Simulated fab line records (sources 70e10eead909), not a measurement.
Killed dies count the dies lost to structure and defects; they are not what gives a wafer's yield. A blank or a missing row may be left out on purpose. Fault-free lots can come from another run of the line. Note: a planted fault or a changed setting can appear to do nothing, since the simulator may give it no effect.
Matching of chambers | flow nand-harc | 4 sister chambers for NHARC_P_CONTACT_ALD_22 on ald-metal-02
The step deposits TiN, target thk 3 nm, pulse time 1 s, ald cycles 150. 18 wafers are shown with their chamber, then 9 later ones without.

EACH WAFER AND ITS CHAMBER
wafer  | chamber | heater-power-w (W) | precursor-pulse-height-rel
L078.2 | 0       | 1123               | 1.015
L078.4 | 1       | 1015               | 1.017
L078.5 | 3       | 1152               | 1.010
L077.1 | 3       | 1116               | 1.010
L077.3 | 1       | 1025               | 0.981
L077.5 | 2       | 1023               | 0.973
L080.4 | 3       | 1136               | 0.949
L080.5 | 0       | 1135               | 0.978
L080.6 | 3       | 1145               | 0.949
L082.1 | 2       | 1054               | 0.945
L082.2 | 1       | 1014               | 1.013
L082.4 | 0       | 1142               | 1.021
L089.1 | 0       | 1040               | 1.011
L089.4 | 3       | 1167               | 0.999
L089.5 | 2       | 1082               | 0.978
L092.1 | 3       | 1165               | 1.017
L092.3 | 1       | 956                | 1.039
L092.5 | 3       | 1140               | 0.973

SIGNATURES (averages over the wafers above)
reading                    | chamber 0 | chamber 1 | chamber 2 | chamber 3 | scatter within a chamber
heater-power-w             | 1110.00   | 1002.50   | 1053.00   | 1145.86   | 30.8
precursor-pulse-height-rel | 1.00625   | 1.01250   | 0.96533   | 0.98671   | 0.0249
Rule: a wafer lies at a distance from a chamber equal to the root of the sum of squares, over the readings, of (its reading less the chamber's mean, divided by the reading's scatter). The wafer belongs to the nearest chamber; if the next one is less than 2 further off, it can't be placed. The scatter: the root of (the sum of the squares of (reading less its chamber's mean) over the shown wafers, divided by (wafers less chambers)).

WAFERS MISSING THEIR CHAMBER
wafer  | heater-power-w (W) | precursor-pulse-height-rel
L094.2 | 1153               | 0.994
L094.4 | 968                | 0.967
L094.5 | 1051               | 0.978
L095.1 | 1143               | 1.013
L095.4 | 972                | 1.018
L095.5 | 1170               | 0.964
L096.2 | 965                | 0.993
L096.4 | 1058               | 1.003
L096.5 | 985                | 1.014

WHICH CHAMBER EACH WENT THROUGH
wafer  | from the rows above               | in truth
L094.2 | can't be placed: 3 or 0           | 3
L094.4 | can't be placed: 1 or 2           | 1
L094.5 | can't be placed: 2 or 1 or 0      | 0
L095.1 | can't be placed: 3 or 0           | 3
L095.4 | 1                                 | 1
L095.5 | can't be placed: 3 or 0           | 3
L096.2 | can't be placed: 1 or 2           | 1
L096.4 | can't be placed: 2 or 0 or 1 or 3 | 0
L096.5 | 1                                 | 1
2 of 9 placed correctly. Not placeable from these rows: 7 (in 7, the candidates include the true chamber). Wrongly placed: 0.
